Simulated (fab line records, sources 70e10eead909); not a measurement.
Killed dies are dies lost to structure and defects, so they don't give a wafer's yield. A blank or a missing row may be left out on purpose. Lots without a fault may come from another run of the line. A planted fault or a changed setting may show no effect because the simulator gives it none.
fab line records | flow nand_harc
record lots=24 wafers=72 last_day=24
route steps=1159 shown P_STI@100 P_GATE@124 P_CONTACT@248
lots that met no fault: from a run of the same line without faults
start_h: hours from the record's first day to the start of the lot's first wafer shown | wait_h: hours since the lot's step before | " the same as in the row above | L1.1+2: a row that stands for several wafers | - no value, or no start given | * or withheld: withheld | < > ~ a bound
route shown NAME@n: a module of which the file shows steps, and the number in the route of the first | usual: mean/standard deviation of fault-free wafers | same: alike in all rows | chamber/n: place in a boat | sites: the reading at each site | _std_site: their standard deviation | _edge_site: outer sites' mean less inner sites' | radius_mm: how far each site lies from the wafer's centre | mask NAME#n: copy n | behind: the tool/chamber that last shaped the wafer | hold: why the lot was held/for how many hours/how that ended | device: the transistor (n, p or np) that didn't switch | end of line: the same wafers' tests at the end of the route | a step without rows: its recipe alone | killed: dies lost to structure and defects at the first sort, not the wafer's yield | map: a wafer's dies, x killed, . not, _ none there
set.NAME: the setting as run; set.NAME@STEP: as run at that earlier step | model.NAME: the simulator's own value behind a step, which no gauge read
steps of the route over a sample of lots; a table a step, a row a wafer
services: from which hour (start_h, from the record's first day; less than 0 if before it) a tool's chamber was out of use, for how many hours, and why
## steps
# step NHARC_P_STI_CMP_21
# recipe t_overpolish_s=20 target_thk_nm=380.67
# usual motor_current_A=11.7/1.1 overpolish_run_s=20.001/0.0087
# columns lot.wafer tool chamber start_h wait_h motor_current_A overpolish_run_s
L074.1 cmp-04 1 53.46 0.4 10.6 20.016
L074.5 " 2 " " 11.9 19.992
L074.6 " 3 " " 10.2 20.014
L075.3 cmp-02 3 66.38 0.4 11.0 19.995
L075.1 " 2 " " 10.3 20.002
L075.6 " 3 " " 11.3 20.011
L076.4 cmp-04 3 66.46 0.4 10.6 19.994
L076.6 " 0 " " 13.2 20.004
L076.5 " 1 " " 10.9 19.986
L078.1 cmp-01 0 74.99 0.4 11.6 20.006
L078.5 " 0 " " 12.4 19.998
L078.6 " 1 " " 11.8 20.014
L077.1 cmp-04 0 75.01 0.4 13.3 19.999
L077.4 " 1 " " 10.4 19.991
L077.6 " 3 " " 10.1 19.999
L079.1 cmp-04 3 83.68 0.4 10.2 19.990
L079.2 " 0 " " 13.5 20.005
L079.6 " 0 " " 13.8 19.997
L080.1 cmp-01 1 89.61 0.4 12.2 20.013
L080.3 " 3 " " 13.1 20.006
L080.5 " 1 " " 11.6 20.008
L081.3 cmp-02 3 98.07 0.4 11.6 20.003
L081.2 " 2 " " 9.5 19.997
L081.6 " 0 " " 11.1 20.005
L083.1 cmp-02 1 106.30 0.4 11.2 19.997
L083.2 " 2 " " 9.8 19.992
L083.6 " 2 " " 9.4 19.997
L082.4 cmp-01 1 106.35 0.4 12.2 20.003
L082.1 " 2 " " 12.7 19.990
L082.6 " 3 " " 13.5 19.991
L084.4 cmp-04 0 113.70 0.4 14.0 20.005
L084.2 " 1 " " 10.8 20.002
L084.6 " 3 " " 10.4 20.009
L085.3 cmp-01 2 134.02 0.4 13.1 20.012
L085.2 " 0 " " 12.3 20.001
L085.1 " 1 " " 12.0 20.016
L086.1 cmp-02 3 134.04 0.4 11.3 20.011
L086.2 " 1 " " 11.5 20.005
L086.5 " 3 " " 11.8 19.977
L088.2 cmp-04 3 134.05 0.4 11.3 19.991
L088.3 " 0 " " 14.0 19.989
L088.6 " 2 " " 12.3 20.010
L087.1 cmp-04 0 134.20 0.5 13.1 20.016
L087.4 " 1 " " 10.7 20.017
L087.6 " 0 " " 14.5 20.014
L089.1 cmp-01 3 147.48 0.4 13.0 20.007
L089.4 " 0 " " 12.0 20.007
L089.6 " 0 " " 11.7 20.000
L090.1 cmp-02 0 147.49 0.4 11.5 19.996
L090.3 " 2 " " 9.4 19.991
L090.6 " 1 " " 11.9 19.991
L091.4 cmp-04 1 155.62 0.4 10.7 19.999
L091.6 " 3 " " 10.3 19.995
L091.5 " 0 " " 13.4 20.005
L092.4 cmp-04 1 169.75 0.4 10.8 20.011
L092.3 " 2 " " 12.2 20.015
L092.6 " 1 " " 11.0 19.987
L093.4 cmp-02 3 169.75 0.4 11.3 20.000
L093.3 " 0 " " 11.4 20.003
L093.2 " 2 " " 9.6 20.002
L095.1 cmp-01 0 176.83 0.4 11.7 19.989
L095.3 " 1 " " 11.9 20.008
L095.6 " 0 " " 12.1 20.001
L094.1 cmp-04 3 176.85 0.4 10.7 20.001
L094.2 " 1 " " 10.6 20.000
L094.5 " 2 " " 12.8 20.000
L096.2 cmp-04 2 193.10 0.4 12.0 19.992
L096.1 " 3 " " 10.8 20.007
L096.6 " 3 " " 10.0 20.015
L097.4 cmp-01 3 193.12 0.4 13.2 20.003
L097.3 " 1 " " 12.1 20.016
L097.6 " 3 " " 12.6 20.001
# step NHARC_P_GATE_DESCUM_13
# recipe time_s=3 o2_flow_sccm=200 ar_flow_sccm=0 bias_power_w=0 chemistry=O2
# usual drypump_motor_current_A=5.6/0.56 mfc_ar_sccm=0.007/0.014 oes_product_au=1.008/0.013 rf_vpp_V=57.8/0.86 showerhead_plenum_p_Torr=1.92/0.067 throttle_valve_pct=11.311/0.0092
# same time_s=3
# columns lot.wafer tool chamber start_h wait_h drypump_motor_current_A mfc_ar_sccm oes_product_au rf_hours_counter_h rf_vpp_V showerhead_plenum_p_Torr throttle_valve_pct
L074.1 rie_diel-07 2 70.25 - 6.5 0 1.024 4 58.7 1.91 11.302
L074.6 " 1 " " 4.9 0 1.007 - 57.9 1.98 11.312
L074.5 " 2 " " 6.6 0 1.031 - 57.8 1.91 11.317
L075.3 rie_diel-04 1 86.52 - 5.0 0.013 0.987 22 59.2 1.92 11.317
L075.1 " 2 " " 5.8 0.043 1.021 23 57.0 1.98 11.302
L075.6 " 1 " " 5.1 0.013 0.992 - 58.8 1.92 11.317
L076.4 rie_diel-04 3 86.69 - 5.4 0.004 0.996 24 56.6 2.03 11.310
L076.5 " 1 " " 5.0 0.013 0.989 - 57.6 1.92 11.320
L076.6 " 2 " " 5.8 0.043 1.021 - 59.4 1.98 11.322
L078.1 rie_diel-07 2 91.57 - 6.6 0 1.024 10 58.8 1.91 11.310
L078.6 " 3 " " 5.1 0 1.013 - 58.4 1.95 11.301
L078.5 " 0 " " 5.1 0 1.002 - 56.1 1.77 11.319
L077.4 rie_diel-04 1 91.73 - 5.1 0.013 0.982 22 58.1 1.92 11.314
L077.1 " 2 " " 5.8 0.043 1.008 23 58.2 1.98 11.317
L077.6 " 0 " " 6.0 0 0.988 - 56.8 1.90 11.307
L079.2 rie_diel-04 0 102.59 - 6.0 0 0.998 23 58.8 1.90 11.312
L079.1 " 2 " " 5.9 0.043 1.012 24 57.8 1.98 11.312
L079.6 " 1 " " 5.1 0.013 0.980 - 56.7 1.92 11.301
L080.3 rie_diel-04 3 107.65 - 5.5 0.004 0.994 26 59.2 2.02 11.306
L080.1 " 0 " " 6.0 0 0.993 24 57.8 1.90 11.305
L080.5 " 2 " " 5.8 0.043 1.020 - 57.3 1.98 11.323
L081.3 rie_diel-05 3 118.62 - 6.3 0 1.026 49 57.7 1.89 11.321
L081.2 " 1 " " 5.2 0 0.997 48 58.9 1.77 11.336
L081.6 " 2 " " 6.3 0 1.024 - 56.8 1.98 11.308
L082.4 rie_diel-07 0 124.47 - 5.1 0 1.003 24 56.7 1.77 11.313
L082.1 " 1 " " 4.9 0 1.016 25 57.2 1.97 11.302
L082.6 " 2 " " 6.6 0 1.025 - 56.6 1.90 11.318
L083.2 rie_diel-05 2 124.59 - 6.3 0 1.015 37 57.8 1.98 11.312
L083.1 " 3 " " 6.3 0 1.023 50 56.8 1.89 11.322
L083.6 " 3 " " 6.3 0 1.022 - 57.5 1.89 11.312
L084.2 rie_diel-05 3 130.42 - 6.3 0 1.026 51 56.6 1.89 11.300
L084.4 " 2 " " 6.3 0 1.019 39 58.3 1.98 11.308
L084.6 " 3 " " 6.3 0 1.022 - 58.6 1.89 11.314
L086.2 rie_diel-07 1 151.14 - 4.9 0 1.008 34 58.3 1.97 11.301
L086.1 " 2 " " 6.6 0 1.038 31 57.5 1.90 11.308
L086.5 " 3 " " 5.1 0 1.003 - 58.8 1.95 11.307
L085.3 rie_diel-07 2 151.19 - 6.6 0 1.031 31 58.6 1.90 11.322
L085.2 " 3 " " 5.1 0 1.004 30 58.4 1.95 11.317
L085.1 " 1 " " 4.9 0 1.006 34 58.4 1.97 11.303
L088.3 rie_diel-04 2 151.28 - 5.8 0.043 1.009 10 57.9 1.98 11.309
L088.2 " 1 " " 5.0 0.013 1.008 9 57.2 1.91 11.311
L088.6 " 2 " " 5.8 0.043 1.014 - 58.5 1.98 11.316
L087.4 rie_diel-04 2 151.44 - 5.9 0.043 1.011 10 58.4 1.98 11.305
L087.1 " 3 " " 5.4 0.004 1.002 8 58.2 2.02 11.302
L087.6 " 2 " " 5.8 0.043 1.018 - 58.5 1.98 11.323
L089.4 rie_diel-04 2 167.61 - 5.8 0.043 1.005 13 55.4 1.98 11.312
L089.1 " 3 " " 5.4 0.004 1.006 12 58.1 2.02 11.306
L089.6 " 1 " " 5.1 0.013 1.002 - 57.1 1.91 11.313
L090.3 rie_diel-04 0 167.74 - 6.0 0 1.022 11 56.9 1.90 11.300
L090.1 " 1 " " 5.1 0.013 0.992 12 58.0 1.91 11.328
L090.6 " 1 " " 5.1 0.013 0.989 - 58.1 1.91 11.321
L091.4 rie_diel-07 3 173.41 - 5.1 0 1.014 41 57.3 1.94 11.297
L091.5 " 1 " " 4.9 0 0.995 - 58.5 1.96 11.326
L091.6 " 2 " " 6.6 0 1.028 - 57.0 1.90 11.316
L093.3 rie_diel-07 0 189.00 - 5.1 0 1.011 47 56.7 1.76 11.300
L093.2 " 1 " " 4.9 0 1.004 47 58.2 1.96 11.314
L093.4 " 3 " " 5.1 0 1.026 43 58.2 1.94 11.301
L092.3 rie_diel-04 0 189.16 - 5.9 0 1.022 16 57.6 1.90 11.314
L092.4 " 1 " " 5.1 0.013 0.994 16 58.4 1.91 11.325
L092.6 " 0 " " 5.9 0 1.020 - 57.8 1.90 11.309
L094.2 rie_diel-04 3 196.17 - 5.4 0.004 0.988 17 60.1 2.02 11.312
L094.1 " 0 " " 6.0 0 1.010 17 57.4 1.90 11.302
L094.5 " 3 " " 5.4 0.004 0.996 - 56.5 2.02 11.296
L095.3 rie_diel-04 2 196.35 - 5.8 0.043 1.007 17 59.6 1.98 11.314
L095.1 " 3 " " 5.4 0.004 0.998 17 57.9 2.02 11.309
L095.6 " 1 " " 5.1 0.013 0.992 - 57.0 1.91 11.316
L096.2 rie_diel-07 1 210.49 - 4.9 0 1.015 54 57.8 1.96 11.313
L096.1 " 0 " " 5.1 0 1.002 56 57.3 1.76 11.311
L096.6 " 2 " " 6.6 0 1.019 - 57.3 1.89 11.306
L097.4 rie_diel-07 2 210.62 - 6.6 0 1.017 51 56.5 1.89 11.319
L097.3 " 1 " " 4.9 0 1.017 54 57.9 1.96 11.317
L097.6 " 3 " " 5.1 0 1.029 - 59.5 1.94 11.305
# step NHARC_P_GATE_ETCH_114
# recipe target_depth_a=300 overetch_a=30 time_s=16.5 ion_energy_ev=100 cf4_flow_sccm=80 o2_flow_sccm=20 ar_flow_sccm=0 rf_w=300 bias_w=100 chemistry=CF4/O2
# usual drypump_motor_current_A=5.5/0.53 mfc_ar_sccm=0.007/0.013 oes_product_au=1.008/0.012 rf_vpp_V=197.9/1.5 showerhead_plenum_p_Torr=1.34/0.05 throttle_valve_pct=13.397/0.0087
# same time_s=16.5
# columns lot.wafer tool chamber start_h wait_h drypump_motor_current_A mfc_ar_sccm oes_product_au rf_hours_counter_h rf_vpp_V showerhead_plenum_p_Torr throttle_valve_pct
L074.1 rie_diel-04 1 - - 5.1 0.013 0.988 22 197.4 1.34 13.405
L074.5 " 3 " " 5.4 0.004 0.990 - 198.9 1.41 13.396
L074.6 " 0 " " 6.0 0 0.997 - 196.7 1.33 13.405
L076.4 rie_diel-04 0 - - 5.9 0 0.991 23 197.5 1.33 13.399
L076.6 " 3 " " 5.4 0.004 0.996 - 200.7 1.41 13.397
L076.5 " 0 " " 5.9 0 0.999 - 198.6 1.33 13.394
L075.3 rie_diel-04 0 - - 6.0 0 0.987 23 198.0 1.33 13.384
L075.1 " 1 " " 5.1 0.013 0.985 23 198.9 1.34 13.397
L075.6 " 3 " " 5.5 0.004 0.995 - 200.7 1.41 13.404
L078.1 rie_diel-07 1 - - 4.9 0 1.000 19 199.0 1.37 13.396
L078.5 " 0 " " 5.1 0 1.004 - 195.7 1.24 13.403
L078.6 " 1 " " 4.9 0 0.996 - 199.5 1.37 13.402
L077.1 rie_diel-07 2 - - 6.6 0 1.020 17 198.5 1.33 13.386
L077.4 " 0 " " 5.1 0 1.002 19 194.9 1.24 13.412
L077.6 " 2 " " 6.6 0 1.026 - 198.5 1.33 13.403
L079.1 rie_diel-07 0 - - 5.0 0 1.007 23 195.0 1.24 13.398
L079.2 " 1 " " 4.9 0 1.002 24 198.7 1.37 13.405
L079.6 " 0 " " 5.1 0 1.001 - 196.1 1.24 13.398
L080.1 rie_diel-05 1 - - 5.2 0 0.996 50 194.3 1.24 13.395
L080.3 " 2 " " 6.2 0 1.016 38 200.0 1.38 13.404
L080.5 " 1 " " 5.2 0 1.000 - 195.1 1.24 13.394
L081.2 rie_diel-04 0 - - 5.9 0 1.032 3 196.9 1.33 13.403
L081.3 " 1 " " 5.1 0.013 1.001 3 199.2 1.34 13.383
L081.6 " 3 " " 5.5 0.004 1.005 - 200.3 1.41 13.396
L082.4 rie_diel-07 3 - - 5.1 0 1.003 27 198.9 1.36 13.394
L082.1 " 2 " " 6.6 0 1.019 27 198.8 1.33 13.395
L082.6 " 0 " " 5.1 0 0.996 - 194.4 1.24 13.400
L083.1 rie_diel-04 1 - - 5.1 0.013 1.010 5 196.8 1.34 13.386
L083.2 " 3 " " 5.4 0.004 0.999 5 198.0 1.41 13.395
L083.6 " 1 " " 5.1 0.013 0.998 - 197.9 1.34 13.401
L084.2 rie_diel-07 3 - - 5.1 0 1.004 29 197.6 1.36 13.403
L084.4 " 2 " " 6.6 0 1.019 29 198.9 1.33 13.389
L084.6 " 3 " " 5.1 0 1.021 - 198.0 1.36 13.405
L088.3 rie_diel-04 1 - - 5.0 0.013 0.989 12 197.8 1.33 13.385
L088.2 " 2 " " 5.8 0.043 1.007 12 198.5 1.38 13.405
L088.6 " 0 " " 5.9 0 1.026 - 198.8 1.33 13.408
L085.1 rie_diel-04 2 - - 5.8 0.043 0.994 12 196.5 1.38 13.397
L085.3 " 3 " " 5.5 0.004 1.007 12 200.0 1.41 13.406
L085.2 " 1 " " 5.0 0.013 0.993 12 198.4 1.33 13.402
L086.2 rie_diel-07 1 - - 4.9 0 0.998 40 198.0 1.37 13.400
L086.1 " 2 " " 6.6 0 1.027 36 196.5 1.33 13.392
L086.5 " 3 " " 5.1 0 1.012 - 197.8 1.36 13.395
L087.1 rie_diel-04 0 - - 5.9 0 1.025 11 197.9 1.33 13.395
L087.4 " 1 " " 5.1 0.013 0.994 12 198.2 1.33 13.399
L087.6 " 0 " " 5.9 0 1.019 - 196.6 1.33 13.405
L089.4 rie_diel-07 3 - - 5.1 0 1.017 43 198.0 1.35 13.401
L089.1 " 0 " " 5.0 0 1.009 46 196.2 1.23 13.390
L089.6 " 3 " " 5.1 0 1.019 - 199.0 1.35 13.405
L090.3 rie_diel-04 3 - - 5.4 0.004 1.009 15 200.7 1.41 13.392
L090.1 " 0 " " 5.9 0 1.026 15 198.4 1.33 13.396
L090.6 " 3 " " 5.4 0.004 1.008 - 199.9 1.41 13.404
L091.4 rie_diel-07 1 - - 4.9 0 1.001 47 196.5 1.37 13.413
L091.6 " 3 " " 5.1 0 1.017 - 198.2 1.35 13.397
L091.5 " 0 " " 5.1 0 1.014 - 196.3 1.23 13.398
L093.2 rie_diel-04 1 - - 5.1 0.013 1.001 19 198.2 1.33 13.403
L093.3 " 2 " " 5.8 0.043 1.018 18 198.2 1.38 13.403
L093.4 " 3 " " 5.4 0.004 1.002 19 199.2 1.41 13.418
L092.3 rie_diel-07 2 - - 6.6 0 1.029 48 198.3 1.32 13.410
L092.4 " 0 " " 5.1 0 1.009 53 194.7 1.23 13.379
L092.6 " 2 " " 6.6 0 1.028 - 199.1 1.32 13.391
L095.1 rie_diel-04 0 - - 5.9 0 1.010 22 197.5 1.32 13.403
L095.3 " 2 " " 5.8 0.043 1.024 21 198.1 1.38 13.390
L095.6 " 1 " " 5.1 0.013 0.992 - 198.3 1.33 13.402
L094.2 rie_diel-05 2 - - 6.3 0 1.013 10 198.5 1.37 13.396
L094.1 " 1 " " 5.2 0 1.004 10 202.7 1.44 13.410
L094.5 " 0 " " 6.3 0.005 1.018 - 197.2 1.32 13.393
L096.1 rie_diel-07 2 - - 6.6 0 1.020 55 197.7 1.32 13.400
L096.2 " 3 " " 5.1 0 1.024 57 198.5 1.35 13.395
L096.6 " 2 " " 6.6 0 1.029 - 197.1 1.32 13.414
L097.3 rie_diel-04 0 - - 5.9 0 1.029 25 196.1 1.32 13.405
L097.4 " 1 " " 5.1 0.013 1.001 26 198.1 1.33 13.387
L097.6 " 0 " " 5.9 0 1.039 - 196.8 1.32 13.409
# step NHARC_P_GATE_RTA_80
# recipe temp_c=300 time_s=30
# usual lamp_power_pct=2.03/0.075 wafer_temp_C_max=301.1/0.45
# same time_s=30
# columns lot.wafer tool chamber start_h wait_h lamp_power_pct wafer_temp_C_max
L074.1 rtp_anneal-01 0 101.65 - 1.96 301.5
L074.5 " 0 " " 1.96 301.1
L074.6 " 0 " " 1.96 301.2
L076.4 rtp_anneal-01 0 119.57 - 1.96 301.4
L076.5 " 0 " " 1.97 301.3
L076.6 " 0 " " 1.97 301.7
L075.1 rtp_anneal-02 0 120.45 - 2.11 300.8
L075.3 " 0 " " 2.11 300.8
L075.6 " 0 " " 2.11 300.3
L078.1 rtp_anneal-01 0 123.80 - 1.96 301.4
L078.5 " 0 " " 1.96 301.9
L078.6 " 0 " " 1.96 302.0
L077.1 rtp_anneal-02 0 128.31 - 2.11 300.4
L077.4 " 0 " " 2.11 300.4
L077.6 " 0 " " 2.11 300.9
L079.1 rtp_anneal-02 0 136.10 - 2.11 301.3
L079.2 " 0 " " 2.11 300.8
L079.6 " 0 " " 2.11 301.1
L080.1 rtp_anneal-02 0 144.19 - 2.11 300.6
L080.3 " 0 " " 2.11 300.8
L080.5 " 0 " " 2.11 300.7
L081.2 rtp_anneal-02 0 150.95 - 2.11 300.6
L081.3 " 0 " " 2.11 300.8
L081.6 " 0 " " 2.11 300.9
L082.1 rtp_anneal-01 0 156.60 - 1.96 300.9
L082.4 " 0 " " 1.96 301.5
L082.6 " 0 " " 1.96 301.3
L083.1 rtp_anneal-02 0 157.71 - 2.11 300.8
L083.2 " 0 " " 2.11 300.9
L083.6 " 0 " " 2.11 300.7
L084.2 rtp_anneal-01 0 161.95 - 1.96 302.1
L084.4 " 0 " " 1.96 301.9
L084.6 " 0 " " 1.96 301.4
L088.2 rtp_anneal-01 0 182.72 - 1.96 300.8
L088.3 " 0 " " 1.96 301.6
L088.6 " 0 " " 1.96 301.8
L085.1 rtp_anneal-01 0 183.38 - 1.96 301.4
L085.2 " 0 " " 1.96 301.1
L085.3 " 0 " " 1.96 301.3
L086.1 rtp_anneal-02 0 183.68 - 2.11 300.8
L086.2 " 0 " " 2.11 300.9
L086.5 " 0 " " 2.11 300.9
L087.1 rtp_anneal-01 0 189.27 - 1.96 301.8
L087.4 " 0 " " 1.96 302.1
L087.6 " 0 " " 1.96 301.7
L089.1 rtp_anneal-02 0 201.85 - 2.11 300.9
L089.4 " 0 " " 2.11 300.9
L089.6 " 0 " " 2.11 301.0
L090.1 rtp_anneal-02 0 202.33 - 2.12 301.1
L090.3 " 0 " " 2.12 300.9
L090.6 " 0 " " 2.12 300.9
L091.4 rtp_anneal-02 0 207.10 - 2.11 300.7
L091.5 " 0 " " 2.11 300.9
L091.6 " 0 " " 2.11 300.9
L093.2 rtp_anneal-01 0 220.58 - 1.96 301.1
L093.3 " 0 " " 1.97 301.2
L093.4 " 0 " " 1.96 301.1
L092.3 rtp_anneal-02 0 221.45 - 2.11 300.7
L092.4 " 0 " " 2.11 301.1
L092.6 " 0 " " 2.11 300.8
L095.1 rtp_anneal-01 0 229.78 - 1.96 301.4
L095.3 " 0 " " 1.96 302.1
L095.6 " 0 " " 1.95 302.0
L094.1 rtp_anneal-01 0 229.95 - 1.96 301.3
L094.2 " 0 " " 1.96 302.4
L094.5 " 0 " " 1.96 301.8
L096.1 rtp_anneal-02 0 245.19 - 2.11 300.7
L096.2 " 0 " " 2.11 300.5
L096.6 " 0 " " 2.11 300.8
L097.3 rtp_anneal-01 0 246.03 - 1.96 301.7
L097.4 " 0 " " 1.96 301.3
L097.6 " 0 " " 1.96 301.6
# step NHARC_P_GATE_INSPECT_68
# usual raw_defect_count=192/62
# columns lot.wafer tool chamber start_h wait_h raw_defect_count
L074.1 defect_inspect-02 - 102.32 0.2 171
L074.5 " - " " 109
L074.6 " - " " 131
L076.4 defect_inspect-02 - 120.22 0.1 172
L076.5 " - " " 219
L076.6 " - " " 189
L075.1 defect_inspect-02 - 121.14 0.2 174
L075.3 " - " " 167
L075.6 " - " " 161
L078.1 defect_inspect-02 - 124.45 0.2 196
L078.5 " - " " 220
L078.6 " - " " 159
L077.1 defect_inspect-01 - 128.98 0.2 135
L077.4 " - " " 168
L077.6 " - " " 121
L079.1 defect_inspect-01 - 136.76 0.2 100
L079.2 " - " " 152
L079.6 " - " " 118
L080.1 defect_inspect-01 - 144.84 0.2 166
L080.3 " - " " 131
L080.5 " - " " 272
L081.2 defect_inspect-02 - 151.57 0.1 270
L081.3 " - " " 248
L081.6 " - " " 230
L082.1 defect_inspect-02 - 157.25 0.2 158
L082.4 " - " " 177
L082.6 " - " " 92
L083.1 defect_inspect-02 - 158.36 0.2 238
L083.2 " - " " 292
L083.6 " - " " 246
L084.2 defect_inspect-01 - 162.59 0.1 208
L084.4 " - " " 385
L084.6 " - " " 242
L088.2 defect_inspect-01 - 183.35 0.1 198
L088.3 " - " " 197
L088.6 " - " " 127
L085.1 defect_inspect-01 - 184.04 0.2 167
L085.2 " - " " 91
L085.3 " - " " 112
L086.1 defect_inspect-01 - 184.34 0.2 136
L086.2 " - " " 338
L086.5 " - " " 277
L087.1 defect_inspect-02 - 189.95 0.2 208
L087.4 " - " " 182
L087.6 " - " " 175
L089.1 defect_inspect-01 - 202.51 0.2 144
L089.4 " - " " 102
L089.6 " - " " 208
L090.1 defect_inspect-02 - 202.99 0.2 207
L090.3 " - " " 229
L090.6 " - " " 206
L091.4 defect_inspect-02 - 207.67 0.1 252
L091.5 " - " " 226
L091.6 " - " " 275
L093.2 defect_inspect-02 - 221.21 0.1 175
L093.3 " - " " 162
L093.4 " - " " 149
L092.3 defect_inspect-01 - 222.05 0.1 236
L092.4 " - " " 129
L092.6 " - " " 228
L095.1 defect_inspect-01 - 230.43 0.2 205
L095.3 " - " " 238
L095.6 " - " " 337
L094.1 defect_inspect-02 - 230.61 0.2 164
L094.2 " - " " 235
L094.5 " - " " 165
L096.1 defect_inspect-02 - 245.85 0.2 284
L096.2 " - " " 162
L096.6 " - " " 294
L097.3 defect_inspect-02 - 246.64 0.1 130
L097.4 " - " " 109
L097.6 " - " " 226
# step NHARC_P_CONTACT_CVD_23
# recipe target_thk_a=2000 temp_c=300 pressure_torr=40 wf6_flow_sccm=40 h2_flow_sccm=1600 ar_flow_sccm=1560 time_s=557 material=W
# usual heater_power_w=509/50 mfc_ar_sccm=1560/4.7 susceptor_temp_C=300.04/0.17 throttle_valve_pct=7.98/0.28
# same time_s=557
# columns lot.wafer tool chamber start_h wait_h heater_power_w mfc_ar_sccm susceptor_temp_C throttle_valve_pct
L074.1 cvd_w-02 1 - - 445 1556 300.12 7.69
L074.5 " 1 " " 447 1559 299.93 8.01
L074.6 " 0 " " 494 1562 299.89 8.37
L076.4 cvd_w-02 0 - - 502 1560 300.09 8.61
L076.5 " 0 " " 495 1559 300.12 8.19
L076.6 " 1 " " 446 1561 299.95 7.67
L075.1 cvd_w-02 1 - - 453 1561 299.83 7.66
L075.3 " 1 " " 438 1568 300.07 7.65
L075.6 " 0 " " 490 1555 299.74 8.62
L078.1 cvd_w-02 0 - - 502 1571 300.28 8.40
L078.5 " 0 " " 500 1567 300.10 8.54
L078.6 " 1 " " 450 1564 299.89 7.70
L077.1 cvd_w-02 1 - - 454 1559 299.94 7.48
L077.4 " 1 " " 445 1553 299.90 7.75
L077.6 " 0 " " 497 1554 299.89 8.41
L079.1 cvd_w-01 0 - - 483 1563 300.12 7.77
L079.2 " 0 " " 484 1559 300.16 7.80
L079.6 " 0 " " 482 1559 300.41 8.03
L080.1 cvd_w-02 1 - - 444 1563 299.96 7.78
L080.3 " 1 " " 459 1558 300.07 7.52
L080.5 " 1 " " 445 1561 300.14 7.30
L081.2 cvd_w-01 1 - - 596 1559 300.03 8.07
L081.3 " 0 " " 492 1560 300.67 7.70
L081.6 " 0 " " 492 1566 300.23 7.75
L082.1 cvd_w-01 0 - - 473 1567 - 7.89
L082.4 " 0 " " 474 1563 - 7.67
L082.6 " 1 " " 588 1558 - 7.72
L083.1 cvd_w-02 0 - - 506 1561 - 8.23
L083.2 " 1 " " 463 1562 - 7.73
L083.6 " 0 " " 510 1562 - 8.18
L084.2 cvd_w-01 1 - - 592 1560 - 8.09
L084.4 " 1 " " 574 1564 - 7.98
L084.6 " 1 " " 596 1560 - 8.08
L088.2 cvd_w-01 0 - - 476 1563 299.97 7.86
L088.3 " 1 " " 600 1568 300.13 7.82
L088.6 " 0 " " 487 1563 299.80 7.93
L085.2 cvd_w-01 0 - - 488 1563 - 7.67
L085.1 " 1 " " 593 1554 - 7.89
L085.3 " 1 " " 580 1558 - 7.95
L086.2 cvd_w-01 1 - - 592 1553 300.13 8.08
L086.1 " 0 " " 494 1563 300.14 7.85
L086.5 " 1 " " 587 1563 300.20 8.11
L087.1 cvd_w-02 1 - - 453 1554 300.25 7.60
L087.4 " 1 " " 447 1562 300.35 7.65
L087.6 " 0 " " 486 1558 300.18 8.48
L089.1 cvd_w-01 1 - - 586 1564 300.20 8.27
L089.4 " 0 " " 478 1556 299.69 7.96
L089.6 " 0 " " 490 1565 299.51 7.87
L090.1 cvd_w-01 1 - - 586 1550 299.99 8.28
L090.3 " 1 " " 573 1556 299.96 7.97
L090.6 " 0 " " 482 1553 300.12 7.90
L091.4 cvd_w-01 0 - - 488 1562 299.94 8.15
L091.6 " 1 " " 588 1560 300.07 7.83
L091.5 " 0 " " 492 1557 300.06 7.93
L093.2 cvd_w-01 1 - - 603 1563 299.85 8.20
L093.3 " 1 " " 589 1565 299.88 7.87
L093.4 " 0 " " 469 1563 300.30 8.27
L092.3 cvd_w-01 0 - - 477 1560 300.05 7.94
L092.4 " 1 " " 601 1564 300.10 7.89
L092.6 " 1 " " 600 1553 300.00 8.25
L095.1 cvd_w-02 1 - - 469 1562 300.18 7.92
L095.3 " 1 " " 481 1558 300.01 7.70
L095.6 " 0 " " 510 1560 300.05 8.44
L094.2 cvd_w-02 1 - - 472 1562 - 7.95
L094.1 " 0 " " 501 1556 - 8.18
L094.5 " 0 " " 512 1560 - 8.41
L096.2 cvd_w-01 0 - - 487 1558 299.94 8.07
L096.1 " 1 " " 599 1554 300.05 7.91
L096.6 " 1 " " 594 1553 300.09 8.03
L097.3 cvd_w-02 0 - - 499 1565 299.78 8.26
L097.4 " 0 " " 506 1557 299.89 8.27
L097.6 " 0 " " 508 1557 300.16 8.12
## services
# columns tool chamber start_h hours kind
rie_diel-04 - 36.31 25.0 repair
cmp-01 - 46.84 5.0 repair
rie_diel-07 - 51.25 9.0 pm
cvd_w-02 0 73.05 1.6 repair
cvd_w-02 - 79.29 0.7 repair
cmp-01 - 81.50 4.0 pm
cmp-04 - 105.00 4.0 pm
rie_diel-07 2 107.05 2.9 repair
rie_diel-04 - 111.91 9.0 pm
cvd_w-02 0 116.43 5.0 repair
cvd_w-01 - 117.44 13.0 pm
rie_diel-07 - 124.81 0.4 repair
rie_diel-07 - 134.69 0.1 repair
cvd_w-01 1 143.02 9.0 repair
rie_diel-04 2 178.98 4.3 repair
cmp-01 - 179.50 4.0 pm
cvd_w-02 - 199.52 13.0 pm
cmp-04 - 203.00 4.0 pm
cvd_w-01 - 206.15 0.5 repair
cmp-01 - 209.96 3.3 repair
cvd_w-01 - 222.88 2.1 repair
rie_diel-07 - 229.31 9.0 pm
cmp-04 - 232.61 1.9 repair
cvd_w-02 1 253.33 3.7 repair
## key
fault none
